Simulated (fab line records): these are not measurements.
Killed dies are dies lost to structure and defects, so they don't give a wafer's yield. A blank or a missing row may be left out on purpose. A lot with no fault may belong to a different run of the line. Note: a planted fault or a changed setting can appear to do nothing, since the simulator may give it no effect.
Code-filled problem report in 8D (eight disciplines) form :: flow nand harc :: the parts of the form that need people (team, actions taken, sign-off) are left out

## 1. WHAT IS WRONG
cd nm at NHARC_P_M2_CD_MEAS_09 reads a mean of 154.6 nm on 6 wafers of 2 lots; wafers without a fault read 170.3 nm with a standard deviation of 0.73. Measured from the usual mean, that is -22 standard deviations.
The step: target cd 170 nm.
Seen first at day 10 05:08 on cd sem-01, wafer L364.2. The record holds 30 wafers of 10 lots with a number at this step. The rule behind "out" and "out of limits": a value lying over 4 standard deviations away from the usual mean. The rest of the wafers with a number are treated as sound.

## 2. WHAT IT IS AND WHAT IT IS NOT
question: which readings at this step
is: cd nm
is not: -

question: which lots
is: L364, L367
is not: L355, L356, L359, L362, L374, L375, L376, L377

question: which wafers of those lots
is: all that have a number
is not: -

question: read on which gauges
is: cd sem-01
is not: cd sem-02, cd sem-03

question: when
is: from day 10 05:08
is not: up to then (12 sound wafers); but 12 sound wafers of L374, L375, L376, L377 came after

## 3. THE SUSPECTS, EACH WITH WHAT RULES IT OUT
Counting: a tool at any process step up to the reading remains a suspect when it ran all the lots that are out and ran no sound lot after the first of those.
- ruled out: the gauge at NHARC_P_M2_CD_MEAS_09. All the wafers that are out were read on cd sem-01, but those of them that NHARC_P_M2_PEB_07 has rows for are out there too, on other tools.
- litho track-01 at NHARC_P_M2_PEB_07 (peb time 65 s): ruled out as a lasting fault. After its first lot that is out, L364 (day 10 05:03), sound lots L376 ran on it.
Left after counting: nothing in the record.

## 4. THE CAUSE (what the simulator had put in)
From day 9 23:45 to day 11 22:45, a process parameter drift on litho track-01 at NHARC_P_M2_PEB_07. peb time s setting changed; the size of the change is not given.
Counting ruled it out, wrongly: the rule takes a fault to strike every lot that its tool runs from its start on, and this one did not.

## 5. THE EFFECT CHAIN, in route order
Each row: a reading where the mean over the struck wafers with a number is more than 3 standard deviations away from the usual. Only readings whose record carries a usual standard deviation are examined. hours: median over the lots of the time between each lot's start at the first step of this table that gives one and its start at this step. sigmas: the change, counted in usual standard deviations.
hours: 0
step: NHARC_P_M2_PEB_07
reading: heater power total W
usual: 156.7 W
on struck wafers: 197.8
change: +41.1
sigmas: +99 or more

hours: 0
step: NHARC_P_M2_CD_MEAS_09
reading: cd nm
usual: 170.3 nm
on struck wafers: 154.6
change: -15.7
sigmas: -22
Here are the process steps it includes:
- NHARC_P_M2_PEB_07: peb time 65 s.
Later measuring or inspecting steps at which every struck wafer that the step has a row for has a number for every such reading, and none has moved that far: NHARC_END_SORT_01.

## 6. HOW IT WOULD HAVE BEEN CAUGHT EARLIER
5 hours passed between the start of the fault at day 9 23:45 and the first reading out of limits at a measuring or inspecting step in this record, taken at day 10 05:08.
Tool's own readings at NHARC_P_M2_PEB_07, heater power total W: out on all struck wafers the step has rows for; an alarm limit on them would have tripped on the first.
